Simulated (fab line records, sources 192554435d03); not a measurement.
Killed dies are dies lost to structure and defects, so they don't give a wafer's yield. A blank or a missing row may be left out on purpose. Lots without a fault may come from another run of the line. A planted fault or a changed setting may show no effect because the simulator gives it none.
fab line records | flow n5_finfet
record lots=6 wafers=16 last_day=17
route steps=1938 shown BEOL_M8@1338 PASSIVATION@1936
lots that met no fault: from a run of the same line without faults
start_h: hours from the record's first day to the start of the lot's first wafer shown | wait_h: hours since the lot's step before | " the same as in the row above | L1.1+2: a row that stands for several wafers | - no value, or no start given | * or withheld: withheld | < > ~ a bound
route shown NAME@n: a module of which the file shows steps, and the number in the route of the first | usual: mean/standard deviation of fault-free wafers | same: alike in all rows | chamber/n: place in a boat | sites: the reading at each site | _std_site: their standard deviation | _edge_site: outer sites' mean less inner sites' | radius_mm: how far each site lies from the wafer's centre | mask NAME#n: copy n | behind: the tool/chamber that last shaped the wafer | hold: why the lot was held/for how many hours/how that ended | device: the transistor (n, p or np) that didn't switch | end of line: the same wafers' tests at the end of the route | a step without rows: its recipe alone | killed: dies lost to structure and defects at the first sort, not the wafer's yield | map: a wafer's dies, x killed, . not, _ none there
set.NAME: the setting as run; set.NAME@STEP: as run at that earlier step | model.NAME: the simulator's own value behind a step, which no gauge read
lots at some steps of the route; a table a step, a row a wafer
services: from which hour (start_h, from the record's first day; less than 0 if before it) a tool's chamber was out of use, for how many hours, and why
## steps
# step N5_BEOL_M8_COAT_60
# recipe resist=SiARC temp_c=220 time_s=60 spin_rpm=1500 resist_thk_nm=35
# step N5_BEOL_M8_COAT_05
# recipe resist=CAR-ArF spin_rpm=1500 resist_thk_nm=90
# step N5_BEOL_M8_EBR_07
# recipe solvent=PGMEA ebr_width_mm=1.5
# step N5_BEOL_M8_SOFTBAKE_06
# recipe temp_c=110 time_s=60 resist=CAR-ArF
# step N5_BEOL_M8_EXPOSE_08
# recipe mask_id=M8 na=1.35 source_shape=dipole sigma_inner=0.817 sigma_outer=0.97 polarization=te dose_mj=68.25
# step N5_BEOL_M8_PEB_09
# recipe peb_temp_c=withheld peb_time_s=60 resist=CAR-ArF
# step N5_BEOL_M8_DEVELOP_10
# recipe develop_time_s=30 developer=TMAH resist=CAR-ArF rinse_liquid=diw dry=air_spin dev_temp_c=23
# step N5_BEOL_M8_CD_MEAS_11
# recipe target_cd_nm=38.5 landing_energy_ev=500 detector=se_inlens polarity=opening
# usual cd_nm=38.1/0.7
# columns lot.wafer tool chamber start_h wait_h cd_nm
L833.1 cd_sem-01 0 211.02 - 38.3
L833.2 " 0 " " 36.1
L833.6 " 0 " " 37.5
L834.1 cd_sem-03 0 213.43 - 37.3
L834.3 " 0 " " 37.9
L834.5 " 0 " " 38.2
L846.3 cd_sem-03 0 293.76 - 38.9
L846.4 " 0 " " 37.7
L847.1 cd_sem-02 0 308.52 - 38.4
L847.4 " 0 " " 37.7
L854.1 cd_sem-01 0 332.12 - 37.7
L854.2 " 0 " " 37.5
L854.5 " 0 " " 38.6
L853.2 cd_sem-01 0 333.96 - 38.3
L853.3 " 0 " " 38.5
L853.5 " 0 " " 37.8
# step N5_BEOL_M8_OVL_MEAS_12
# recipe points_per_wafer=44
# usual M8_OVL=-0.1/0.72
# columns lot.wafer tool chamber start_h wait_h M8_OVL[nm]
L833.1 overlay-02 0 211.05 0.0 0.2
L833.2 " 0 " " -0.3
L833.6 " 0 " " -1.4
L834.1 overlay-01 0 213.46 0.0 0.9
L834.3 " 0 " " 0.3
L834.5 " 0 " " 1.1
L846.3 overlay-02 0 293.79 0.0 0.1
L846.4 " 0 " " 0.4
L847.1 overlay-01 0 308.55 0.0 -0.3
L847.4 " 0 " " -0.9
L854.1 overlay-02 0 332.15 0.0 -2.3
L854.2 " 0 " " -0.8
L854.5 " 0 " " -0.8
L853.2 overlay-01 0 333.99 0.0 -1.0
L853.3 " 0 " " -1.7
L853.5 " 0 " " -0.3
# step N5_BEOL_M8_INSPECT_13
# recipe mode=adi inspect_instrument=brightfield
# usual raw_defect_count=426/100
# columns lot.wafer tool chamber start_h wait_h raw_defect_count
L833.1 defect_inspect-02 - 211.07 0.0 406
L833.2 " - " " 546
L833.6 " - " " 367
L834.1 defect_inspect-01 - 213.48 0.0 311
L834.3 " - " " 237
L834.5 " - " " 294
L846.3 defect_inspect-01 - 293.81 0.0 574
L846.4 " - " " 430
L847.1 defect_inspect-02 - 308.58 0.0 527
L847.4 " - " " 652
L854.1 defect_inspect-02 - 332.17 0.0 446
L854.2 " - " " 516
L854.5 " - " " 496
L853.2 defect_inspect-02 - 334.02 0.0 349
L853.3 " - " " 437
L853.5 " - " " 287
# step N5_BEOL_M8_DESCUM_16
# recipe chemistry=O2 time_s=7.9 source_power_w=50 bias_power_w=20 pressure_mtorr=20 rf_frequency_hz=2.712e+07 temp_c=40 resist=CAR-ArF o2_flow_sccm=225
# usual drypump_motor_current_A=5.5/0.53 oes_product_au=0.84/0.087 rf_vpp_V=242.9/1.1 showerhead_plenum_p_Torr=2.08/0.048 throttle_valve_pct=20.48/0.2
# columns lot.wafer tool chamber start_h wait_h drypump_motor_current_A oes_product_au rf_hours_counter_h rf_vpp_V showerhead_plenum_p_Torr throttle_valve_pct
L833.1 rie_diel-05 3 211.22 0.1 6.1 0.70 210 243.2 2.09 20.72
L833.2 " 0 " " 5.9 0.86 55 241.5 2.02 20.38
L833.6 " 0 " " 5.9 0.87 - 242.4 2.02 20.38
L834.1 rie_diel-06 1 213.52 0.0 5.9 0.67 245 242.2 2.05 20.77
L834.3 " 2 " " 4.7 0.95 8 240.8 2.07 20.55
L834.5 " 1 " " 5.9 0.67 - 242.5 2.05 20.81
L846.3 rie_diel-06 2 293.85 0.0 4.7 0.87 35 243.6 2.06 20.59
L846.4 " 1 " " 5.9 0.94 12 242.0 2.05 20.46
L847.1 rie_diel-06 2 308.86 0.3 4.7 0.87 42 242.6 2.06 20.59
L847.4 " 1 " " 5.8 0.92 - 241.7 2.05 20.49
L854.1 rie_diel-05 1 332.21 0.0 5.1 0.78 90 244.5 2.11 20.38
L854.2 " 2 " " 4.8 0.69 216 240.1 2.00 20.74
L854.5 " 0 " " 5.9 0.80 - 242.4 2.00 20.42
L853.2 rie_diel-03 0 334.05 0.0 6.2 0.88 59 241.7 2.03 20.50
L853.3 " 2 " " 5.8 0.82 101 243.6 2.13 20.50
L853.5 " 1 " " 5.9 0.84 - 242.7 2.04 20.47
# step N5_BEOL_M8_ETCH_61
# recipe chemistry=CF4 target=SiARC target_depth_a=455 mask_material=CAR-ArF time_s=75.8 ion_energy_ev=80 pressure_mtorr=40 source_w=545 bias_w=36 Ar_flow_sccm=100 cf4_flow_sccm=100 ends=cleared
# usual drypump_motor_current_A=5.5/0.52 etch_rf_on_time_s=76.7/2.6 oes_product_au=0.71/0.072 rf_vpp_V=183.9/0.89 showerhead_plenum_p_Torr=2.13/0.045 throttle_valve_pct=15.60/0.2
# columns lot.wafer tool chamber start_h wait_h drypump_motor_current_A etch_rf_on_time_s oes_product_au rf_hours_counter_h rf_vpp_V showerhead_plenum_p_Torr throttle_valve_pct
L833.1 rie_diel-05 3 211.25 0.0 6.1 83.3 0.58 210 183.7 2.12 15.85
L833.2 " 0 " " 5.9 74.7 0.74 55 184.6 2.10 15.71
L833.6 " 0 " " 5.9 75.1 0.73 - 182.9 2.10 15.69
L834.1 rie_diel-06 1 213.55 0.0 5.9 78.7 0.56 245 184.3 2.11 16.04
L834.3 " 2 " " 4.7 74.1 0.80 8 183.5 2.11 15.53
L834.5 " 1 " " 5.8 79.6 0.55 - 183.7 2.11 16.03
L846.3 rie_diel-06 2 293.88 0.0 4.7 75.7 0.74 35 184.3 2.10 15.57
L846.4 " 1 " " 5.9 78.7 0.80 12 184.2 2.11 15.59
L847.1 rie_diel-06 2 308.89 0.0 4.7 75.3 0.73 42 183.9 2.10 15.59
L847.4 " 1 " " 5.9 79.9 0.76 - 183.3 2.10 15.60
L854.1 rie_diel-05 1 332.24 0.0 5.1 77.2 0.66 90 184.8 2.15 15.49
L854.2 " 2 " " 4.8 73.4 0.60 216 182.0 2.03 15.80
L854.5 " 0 " " 5.9 74.8 0.70 - 183.0 2.08 15.79
L853.2 rie_diel-03 0 334.09 0.0 6.3 79.9 0.72 59 182.5 2.12 15.79
L853.3 " 2 " " 5.8 74.9 0.70 101 183.2 2.15 15.36
L853.5 " 1 " " 5.9 73.8 0.72 - 184.0 2.06 15.48
# step N5_BEOL_M8_ETCH_62
# recipe chemistry=N2/H2 target=SOC target_depth_a=1100 overetch_a=220 mask_material=SiARC temp_c=40 time_s=165 ion_energy_ev=200 pressure_mtorr=30 source_w=840 bias_w=150 n2_flow_sccm=200 h2_flow_sccm=200
# usual drypump_motor_current_A=5.5/0.53 oes_product_au=0.71/0.07 rf_vpp_V=523.4/1.7 showerhead_plenum_p_Torr=2.52/0.067 throttle_valve_pct=17.81/0.17
# columns lot.wafer tool chamber start_h wait_h drypump_motor_current_A oes_product_au rf_hours_counter_h rf_vpp_V showerhead_plenum_p_Torr throttle_valve_pct model.SiARC_of_BEOL_M8_COAT_60.thk_nm
L833.1 rie_diel-05 3 211.31 0.0 6.1 0.60 210 523.0 2.53 18.15 29
L833.2 " 0 " " 5.9 0.72 55 522.1 2.46 17.69 28.2
L833.6 " 0 " " 5.9 0.71 - 523.0 2.46 17.65 28.2
L834.1 rie_diel-06 1 213.61 0.0 5.9 0.57 246 524.4 2.47 18.04 28.6
L834.3 " 2 " " 4.7 0.80 8 521.3 2.48 17.65 28.2
L834.5 " 1 " " 5.9 0.57 - 522.3 2.47 18.05 28.6
L846.3 rie_diel-06 2 293.94 0.0 4.7 0.74 35 522.8 2.47 17.70 28.4
L846.4 " 1 " " 5.9 0.71 12 522.0 2.46 17.65 27
L847.1 rie_diel-06 2 308.95 0.0 4.7 0.72 42 523.2 2.47 17.70 28.4
L847.4 " 1 " " 5.9 0.70 - 522.3 2.46 17.66 27
L854.1 rie_diel-05 1 332.30 0.0 5.1 0.67 90 524.7 2.56 17.71 28.4
L854.2 " 2 " " 4.8 0.59 216 519.1 2.39 17.96 28.6
L854.5 " 0 " " 5.9 0.68 - 520.7 2.44 17.74 28.6
L853.2 rie_diel-03 0 334.14 0.0 6.3 0.73 59 523.0 2.48 17.94 28.6
L853.3 " 2 " " 5.8 0.69 101 524.3 2.58 18.02 28
L853.5 " 1 " " 5.9 0.70 - 522.0 2.46 17.72 28.4
# step N5_BEOL_M8_STRIP_68
# recipe chemistry=N2/H2 temp_c=40 n2_flow_sccm=200 h2_flow_sccm=200 rf_frequency_hz=6e+07
# step N5_BEOL_M8_STRIP_67
# recipe chemistry=CF4 resist=SiARC power_w=300 bias_power_w=75 pressure_mtorr=50 cf4_flow_sccm=150 rf_frequency_hz=6e+07
# usual drypump_motor_current_A=5.5/0.52 oes_product_au=0.84/0.083 rf_vpp_V=270.9/1.1 showerhead_plenum_p_Torr=1.78/0.035 throttle_valve_pct=13.55/0.2
# columns lot.wafer tool chamber start_h wait_h drypump_motor_current_A oes_product_au rf_hours_counter_h rf_vpp_V showerhead_plenum_p_Torr throttle_valve_pct
L833.1 rie_diel-05 3 211.46 0.0 6.1 0.71 210 271.5 1.78 13.87
L833.2 " 0 " " 5.9 0.85 55 270.3 1.76 13.63
L833.6 " 0 " " 5.9 0.86 - 271.0 1.76 13.62
L834.1 rie_diel-06 1 213.75 0.0 5.9 0.67 246 271.8 1.77 14.02
L834.3 " 2 " " 4.7 0.94 8 270.1 1.78 13.50
L834.5 " 1 " " 5.9 0.68 - 270.5 1.77 14.01
L846.3 rie_diel-06 2 294.08 0.0 4.7 0.86 35 271.2 1.77 13.55
L846.4 " 1 " " 5.9 0.95 12 271.4 1.76 13.48
L847.1 rie_diel-06 2 309.09 0.0 4.7 0.86 42 270.1 1.77 13.57
L847.4 " 1 " " 5.9 0.92 - 270.6 1.76 13.49
L854.1 rie_diel-05 1 332.45 0.0 5.0 0.79 90 272.8 1.80 13.47
L854.2 " 2 " " 4.8 0.69 217 269.6 1.70 13.81
L854.5 " 0 " " 5.9 0.80 - 269.4 1.74 13.73
L853.2 rie_diel-03 0 334.29 0.0 6.3 0.87 59 271.1 1.77 13.73
L853.3 " 2 " " 5.8 0.82 101 270.2 1.79 13.31
L853.5 " 1 " " 5.9 0.83 - 270.6 1.73 13.47
# step N5_BEOL_M8_HM_OPEN_17
# recipe chemistry=Cl2/BCl3 target_depth_a=200 overetch_a=60 target=TiN mask_material=SOC ion_energy_ev=150 pressure_mtorr=10 icp_w=1000 bias_w=126 Cl2_flow_sccm=53.25 bcl3_flow_sccm=21.75 Ar_flow_sccm=25
# usual drypump_motor_current_A=5.84/0.21 oes_product_au=0.67/0.035 throttle_valve_pct=22.2/0.38
# columns lot.wafer tool chamber start_h wait_h drypump_motor_current_A oes_product_au rf_hours_counter_h throttle_valve_pct model.etch.depth_nm
L833.1 rie_metal-03 1 211.50 0.0 5.83 0.68 39 22.3 19.88
L833.2 " 0 " " 5.82 0.64 55 22.0 19.64
L833.6 " 0 " " 5.81 0.65 - 22.0 20.3
L834.1 rie_metal-02 1 213.79 0.0 5.92 0.67 34 22.8 19.62
L834.3 " 0 " " 6.00 0.73 - 21.9 19.54
L834.5 " 0 " " 6.02 0.73 - 21.9 19.33
L846.3 rie_metal-01 0 294.18 0.1 5.97 0.65 - 21.7 20.39
L846.4 " 0 " " 5.99 0.58 - 21.9 16.12
L847.1 rie_metal-01 1 309.13 0.0 5.25 0.61 67 22.2 20.25
L847.4 " 0 " " 5.96 0.58 - 21.9 16.49
L854.1 rie_metal-01 0 332.49 0.0 5.97 0.65 50 21.8 20.14
L854.2 " 1 " " 5.24 0.61 69 22.2 20.64
L854.5 " 0 " " 5.97 0.64 - 21.8 19.84
L853.2 rie_metal-02 0 334.33 0.0 6.01 0.71 22 21.9 20.15
L853.3 " 1 " " 5.85 0.65 - 22.9 19.9
L853.5 " 0 " " 6.01 0.70 - 21.9 20.02
# step N5_BEOL_M8_STRIP_19
# recipe chemistry=O2 power_w=400 temp_c=40 pressure_mtorr=30 rf_frequency_hz=6e+07 bias_power_w=0 overash_fraction=0.2 o2_flow_sccm=225
# usual drypump_motor_current_A=5.5/0.53 oes_product_au=0.83/0.089 rf_vpp_V=3.7/0.64 showerhead_plenum_p_Torr=2.09/0.051 throttle_valve_pct=16.70/0.19
# columns lot.wafer tool chamber start_h wait_h drypump_motor_current_A oes_product_au rf_hours_counter_h rf_vpp_V showerhead_plenum_p_Torr throttle_valve_pct
L833.1 rie_diel-06 0 211.61 0.1 5.2 0.86 49 4.3 2.12 16.28
L833.2 " 1 " " 5.9 0.66 245 2.2 2.06 17.05
L833.6 " 3 " " 4.8 0.68 - 3.8 2.18 17.06
L834.1 rie_diel-06 0 213.90 0.1 5.3 0.87 49 2.9 2.12 16.29
L834.3 " 2 " " 4.7 0.95 8 2.7 2.08 16.67
L834.5 " 1 " " 5.8 0.67 - 4.6 2.06 17.05
L846.3 rie_diel-03 2 294.32 0.1 5.8 0.81 85 4.4 2.14 16.60
L846.4 " 0 " " 6.3 0.89 43 3.2 2.04 16.67
L847.1 rie_diel-06 1 309.30 0.1 5.9 0.91 19 2.9 2.05 16.67
L847.4 " 0 " " 5.2 0.81 - 4.2 2.11 16.37
L854.1 rie_diel-03 0 332.60 0.1 6.3 0.87 59 4.0 2.04 16.71
L854.2 " 3 " " 5.5 0.86 40 3.6 2.14 16.68
L854.5 " 3 " " 5.5 0.86 - 4.6 2.14 16.69
L853.2 rie_diel-06 0 334.44 0.1 5.3 0.80 93 3.6 2.11 16.37
L853.3 " 1 " " 5.9 0.90 29 2.8 2.05 16.66
L853.5 " 1 " " 5.9 0.89 - 2.4 2.05 16.68
# step N5_PASSIVATION_PROBE_49
# usual defect_limited_yield=91.3/1.4 killed_at_M0_to_M3=32/9.5 killed_at_M4_up=14/5.2 killed_at_contacts=13/5.7 killed_at_front_end=41/12 killed_at_other=3.5/2.6 killed_dies=103/17 killed_on_rim=14/4 killed_open=68/14 killed_short=32/7 sort_bin_5_function=5.0/0.91 sort_bin_6_memory=3.3/0.7 sort_bin_8_speed=0.03/0.22 sort_n_pass=1076/17 sort_yield_pct=91.2/1.4
# same gross_dies=1180 killed_at_back_side=0 sort_bin_4_leakage[%]=0
# columns lot.wafer tool chamber start_h wait_h defect_limited_yield[%] killed_at_M0_to_M3 killed_at_M4_up killed_at_contacts killed_at_front_end killed_at_other killed_dies killed_on_rim killed_open killed_short sort_bin_5_function[%] sort_bin_6_memory[%] sort_bin_8_speed[%] sort_n_pass sort_yield_pct[%]
L846.3 prober-01 - 358.83 0.1 91.4 24 6 16 53 3 102 9 56 45 5.1 3.5 0 1078 91.4
L846.4 prober-01 - 358.88 0.2 91.7 15 21 12 50 0 98 10 64 34 4.3 3.7 0 1082 91.7
L847.4 prober-02 - 372.46 0.2 89.4 50 27 6 42 0 125 19 94 30 6.6 3.7 0 1055 89.4
# killed by level:class
L846.3 MOL_CONTACT_COAG:geometric_particle:open=11 FIN_SAQP:geometric_particle:short=10 GATE_CUT:geometric_particle:short=9 FIN_SAQP:geometric_particle:open=7 ILD0:geometric_particle:open=6 MOL_CONTACT_COAG:geometric_particle:short=5 BEOL_M0_SAQP:geometric_particle:short=5 BEOL_M2:geometric_particle:open=5
L846.4 FIN_SAQP:geometric_particle:open=12 STI_FIN_REVEAL:geometric_particle:open=10 MOL_CONTACT_COAG:geometric_particle:open=8 FIN_SAQP:geometric_particle:short=6 DUMMY_GATE:geometric_particle:open=6 BEOL_M0_SAQP:geometric_particle:open=6 DUMMY_GATE:geometric_particle:short=5 BEOL_M0_SAQP:geometric_particle:short=5
L847.4 STI_FIN_REVEAL:geometric_particle:open=15 BEOL_M4:geometric_particle:open=13 BEOL_M0_SAQP:geometric_particle:open=13 BEOL_M1:geometric_particle:open=11 FIN_SAQP:geometric_particle:open=7 MOL_CONTACT_COAG:geometric_particle:open=6 BEOL_M2:geometric_particle:open=6 BEOL_M5:geometric_particle:open=6
## services
# columns tool chamber start_h hours kind
rie_diel-03 3 205.74 - clean
rie_diel-03 3 205.74 - consumable_replace:focus_ring
rie_diel-03 3 205.74 18.8 scheduled_down
rie_diel-03 3 205.74 18.8 vent_cycle
rie_diel-03 0 218.61 7.7 repair
rie_diel-06 - 223.44 14.6 pm
rie_metal-01 - 225.67 1.5 repair
rie_diel-05 - 229.22 0.1 repair
rie_diel-06 1 242.74 - clean
rie_diel-06 1 242.74 - consumable_replace:focus_ring
rie_diel-06 1 242.74 21.2 scheduled_down
rie_diel-06 1 242.74 21.2 vent_cycle
rie_metal-01 - 281.69 1.1 repair
rie_diel-06 3 296.00 - clean
rie_diel-06 3 296.00 - consumable_replace:focus_ring
rie_diel-06 3 296.00 26.2 scheduled_down
rie_diel-06 3 296.00 26.2 vent_cycle
rie_diel-05 3 321.96 - clean
rie_diel-05 3 321.96 - consumable_replace:focus_ring
rie_diel-05 3 321.96 15.7 scheduled_down
rie_diel-05 3 321.96 15.7 vent_cycle
rie_metal-03 0 323.04 36.5 repair
## key
first_sign none at tools or gauges
model_effect step=N5_BEOL_M8_ETCH_62 value=SiARC_of_BEOL_M8_COAT_60.thk_nm without=28.6 struck=27
model_effect step=N5_BEOL_M8_HM_OPEN_17 value=etch.depth_nm without=20.09 struck=16.3
met_at N5_BEOL_M8_ETCH_62
struck_wafers L846.4,L847.4
onset_between 213.61 293.94
fault kind=process_parameter_drift tool=rie_diel-06 chamber=- onset_h=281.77 steps=N5_BEOL_M8_ETCH_62 channel=time_s offset=* shape=step end_h=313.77 scope=struck_wafers_only acts_in=* stated=*
